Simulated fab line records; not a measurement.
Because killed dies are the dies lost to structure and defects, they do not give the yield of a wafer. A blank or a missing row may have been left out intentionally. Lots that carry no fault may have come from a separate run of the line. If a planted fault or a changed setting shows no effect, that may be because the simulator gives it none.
Lot-split experiment || flow n5 finfet || 21 wafers read from 7 lots, route of 1938 steps

## ON THE SPLIT
At N5_BEOL_M1_EXPOSE_25 (exposes mask V0, defocus 5 nm, target cd 24 nm), the setting dose mj was moved away from the recipe's 63 on 5 of the 21 wafers read, by -7.5% to +4.8%. This setting was run at the recipe's value on the other wafers.

## FROM THE SPLIT TO THE READING: what the file shows between them, 8 steps
- N5_BEOL_M1_PEB_26: peb time 60 s
- N5_BEOL_M1_DEVELOP_27: develop time 30 s
- N5_BEOL_M1_DESCUM_33: chemistry O2, time 7 s
- N5_BEOL_M1_ETCH_77: etches underlayer in N2/H2, target depth 6.5 nm, time 5.2 s
- N5_BEOL_M1_ETCH_69: etches SiARC in CF4, target depth 15.6 nm, time 26 s
- N5_BEOL_M1_ALD_98: deposits SiO2, target thk 2.5 nm, pulse time 1 s, co reactant pulse time 1 s
- N5_BEOL_M1_STRIP_71: strips in N2/H2
- N5_BEOL_M1_STRIP_78: strips in N2/H2

## THE READING
BEOL_M1.cd nm (the simulator's own value, which no gauge read), in nm, at N5_BEOL_M1_VIA_ETCH_34 (etches the open film in C4F6/O2, target depth 67.8 nm, time 64.4 s). No usual value for it is given in the file. Average 18.1 nm, standard deviation 0.15 nm, over the 16 wafers here run with the recipe.

{"wafer": "L076.3", "tool, chamber at the split": "euv scanner-01, 0", "dose mj as run": 64.73, "against the recipe": "+2.7%", "BEOL_M1.cd nm, nm": 18.4, "against lot-mates on the recipe": "+0.4"}
{"wafer": "L076.4", "tool, chamber at the split": "euv scanner-01, 0", "dose mj as run": 64.73, "against the recipe": "+2.7%", "BEOL_M1.cd nm, nm": 17.8, "against lot-mates on the recipe": -0.2}
{"wafer": "L076.5", "tool, chamber at the split": "euv scanner-01, 0", "dose mj as run": 63, "against the recipe": "recipe", "BEOL_M1.cd nm, nm": 18, "against lot-mates on the recipe": "-"}
{"wafer": "L077.1", "tool, chamber at the split": "euv scanner-02, 0", "dose mj as run": 63, "against the recipe": "recipe", "BEOL_M1.cd nm, nm": 18.2, "against lot-mates on the recipe": "-"}
{"wafer": "L077.4", "tool, chamber at the split": "euv scanner-02, 0", "dose mj as run": 63, "against the recipe": "recipe", "BEOL_M1.cd nm, nm": 18.2, "against lot-mates on the recipe": "-"}
{"wafer": "L077.3", "tool, chamber at the split": "euv scanner-02, 0", "dose mj as run": 63, "against the recipe": "recipe", "BEOL_M1.cd nm, nm": 18, "against lot-mates on the recipe": "-"}
{"wafer": "L078.1", "tool, chamber at the split": "euv scanner-01, 0", "dose mj as run": 63, "against the recipe": "recipe", "BEOL_M1.cd nm, nm": 18.2, "against lot-mates on the recipe": "-"}
{"wafer": "L078.4", "tool, chamber at the split": "euv scanner-01, 0", "dose mj as run": 63, "against the recipe": "recipe", "BEOL_M1.cd nm, nm": 17.8, "against lot-mates on the recipe": "-"}
{"wafer": "L078.6", "tool, chamber at the split": "euv scanner-01, 0", "dose mj as run": 63, "against the recipe": "recipe", "BEOL_M1.cd nm, nm": 17.8, "against lot-mates on the recipe": "-"}
{"wafer": "L079.1", "tool, chamber at the split": "euv scanner-01, 0", "dose mj as run": 63, "against the recipe": "recipe", "BEOL_M1.cd nm, nm": 18.2, "against lot-mates on the recipe": "-"}
{"wafer": "L079.2", "tool, chamber at the split": "euv scanner-01, 0", "dose mj as run": 63, "against the recipe": "recipe", "BEOL_M1.cd nm, nm": 18, "against lot-mates on the recipe": "-"}
{"wafer": "L079.3", "tool, chamber at the split": "euv scanner-01, 0", "dose mj as run": 63, "against the recipe": "recipe", "BEOL_M1.cd nm, nm": 18, "against lot-mates on the recipe": "-"}
{"wafer": "L083.3", "tool, chamber at the split": "euv scanner-02, 0", "dose mj as run": 63, "against the recipe": "recipe", "BEOL_M1.cd nm, nm": 18, "against lot-mates on the recipe": "-"}
{"wafer": "L083.6", "tool, chamber at the split": "euv scanner-02, 0", "dose mj as run": 63, "against the recipe": "recipe", "BEOL_M1.cd nm, nm": 18, "against lot-mates on the recipe": "-"}
{"wafer": "L083.5", "tool, chamber at the split": "euv scanner-02, 0", "dose mj as run": 58.28, "against the recipe": "-7.5%", "BEOL_M1.cd nm, nm": 16.6, "against lot-mates on the recipe": -1.4}
{"wafer": "L085.1", "tool, chamber at the split": "euv scanner-02, 0", "dose mj as run": 63, "against the recipe": "recipe", "BEOL_M1.cd nm, nm": 18.2, "against lot-mates on the recipe": "-"}
{"wafer": "L085.3", "tool, chamber at the split": "euv scanner-02, 0", "dose mj as run": 65.66, "against the recipe": "+4.2%", "BEOL_M1.cd nm, nm": 19.2, "against lot-mates on the recipe": "+1.1"}
{"wafer": "L085.4", "tool, chamber at the split": "euv scanner-02, 0", "dose mj as run": 63, "against the recipe": "recipe", "BEOL_M1.cd nm, nm": 18, "against lot-mates on the recipe": "-"}
{"wafer": "L092.2", "tool, chamber at the split": "euv scanner-02, 0", "dose mj as run": 66.01, "against the recipe": "+4.8%", "BEOL_M1.cd nm, nm": 19.4, "against lot-mates on the recipe": "+1.2"}
{"wafer": "L092.4", "tool, chamber at the split": "euv scanner-02, 0", "dose mj as run": 63, "against the recipe": "recipe", "BEOL_M1.cd nm, nm": 18, "against lot-mates on the recipe": "-"}
{"wafer": "L092.5", "tool, chamber at the split": "euv scanner-02, 0", "dose mj as run": 63, "against the recipe": "recipe", "BEOL_M1.cd nm, nm": 18.4, "against lot-mates on the recipe": "-"}

THE FIT
A straight line over all 21 wafers: BEOL_M1.cd nm changes by +0.201 nm for each +1% of dose mj; r = +0.88; the points scatter about the line by 0.26 nm.
The same after taking each lot's own level away (the mean of its wafers on the recipe; 21 wafers): +0.192 nm for each +1%; r = +0.90; scatter 0.23 nm.
The reading moves by 1.4 nm for the largest change in dose mj, on that fit.
Across the lots, their own levels run from 17.93 to 18.20 nm, a range of 1.7 times the standard deviation given above.
Hence the lot-to-lot level has little effect on the slope; both slopes agree.
Check: with one of the wafers moved furthest among these (-7.5%) left out of the fit, the line predicts -1.53 nm for it against its lot-mates. Against them it came out at -1.4 nm.

## OTHER SPLITS APPLIED TO THESE WAFERS
Other splits were also applied to these wafers ahead of the reading. Each is held against what the fit with the lots' levels taken away leaves over:
{"other split on the same wafers": "N5_MOL_CONTACT_COAG_ETCH_105 bias w", "wafers away from the commonest value": 9, "r with BEOL_M1.cd nm (lot level and that fit taken away)": "+0.22"}
{"other split on the same wafers": "N5_MOL_CONTACT_COAG_ETCH_106 source w", "wafers away from the commonest value": 5, "r with BEOL_M1.cd nm (lot level and that fit taken away)": -0.15}
{"other split on the same wafers": "N5_BEOL_M0_SAQP_SPACER1_ALD_98 ald cycles", "wafers away from the commonest value": 5, "r with BEOL_M1.cd nm (lot level and that fit taken away)": "+0.51"}
{"other split on the same wafers": "N5_BEOL_M1_HM_DEP_02 target thk a", "wafers away from the commonest value": 7, "r with BEOL_M1.cd nm (lot level and that fit taken away)": "+0.21"}
{"other split on the same wafers": "N5_BEOL_M1_COAT_05 spin rpm", "wafers away from the commonest value": 9, "r with BEOL_M1.cd nm (lot level and that fit taken away)": -0.09}
{"other split on the same wafers": "N5_BEOL_M1_COAT_22 spin rpm", "wafers away from the commonest value": 6, "r with BEOL_M1.cd nm (lot level and that fit taken away)": "+0.19"}

## THE FILE'S OWN FIT
BEOL_M1.cd nm changes by +0.203 nm for each +1% of dose mj, r = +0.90.
